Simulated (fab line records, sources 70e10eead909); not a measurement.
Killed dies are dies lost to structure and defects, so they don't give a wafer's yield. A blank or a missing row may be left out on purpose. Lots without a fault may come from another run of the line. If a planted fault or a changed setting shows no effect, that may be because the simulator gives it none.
Chamber matching ; flow nand-harc ; NHARC_P_GATE_ETCH_32 on rie-si-06: 4 sister chambers
The step etches the open film in HBr/Cl2, target depth 150 nm, time 100.1 s. 8 wafers are shown with their chamber, then 12 later ones without.

## EACH WAFER AND ITS CHAMBER
wafer;chamber;drypump-motor-current-A (A);oes-product-au (a.u.)
L082.2;2;5.8;1.030
L083.3;2;5.8;1.027
L084.4;3;6.2;1.003
L084.5;0;5.7;1.028
L084.6;1;5.8;1.012
L087.1;0;5.7;1.039
L087.4;1;5.9;1.013
L087.6;3;6.2;1.000

## WAFERS WITHOUT THEIR CHAMBER
wafer;drypump-motor-current-A (A);oes-product-au (a.u.)
L089.2;5.8;1.024
L089.5;5.8;1.022
L089.6;5.8;1.028
L095.1;6.2;1.023
L095.2;5.8;1.013
L095.4;5.8;1.012
L096.2;5.8;1.007
L096.3;5.7;0.984
L096.6;6.2;1.002
L097.2;6.1;1.012
L097.3;5.8;1.020
L097.4;5.9;0.996

## THE CHAMBER EACH PASSED THROUGH
wafer;from the rows above;in truth
L089.2;2;2
L089.5;can't be placed: 2 or 1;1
L089.6;2;2
L095.1;3;3
L095.2;1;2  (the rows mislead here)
L095.4;1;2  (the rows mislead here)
L096.2;1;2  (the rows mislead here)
L096.3;1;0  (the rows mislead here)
L096.6;3;3
L097.2;3;3
L097.3;can't be placed: 2 or 1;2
L097.4;1;1
6 of 12 placed correctly. These rows do not allow placing 2 (true chamber among the candidates in 2). Number placed wrongly: 4.
How it was worked out, from the rows above alone: a wafer's distance from a chamber is the root of the sum, over the readings, of the square of ((its reading less the chamber's mean) divided by the reading's scatter). The wafer belongs to the nearest chamber; if the next one is less than 2 further off, it can't be placed. For every chamber, the mean is computed from those of its wafers that are shown. The scatter: take each reading less its chamber's mean, square it, sum over the shown wafers, divide by the number of wafers less the number of chambers, and take the root.
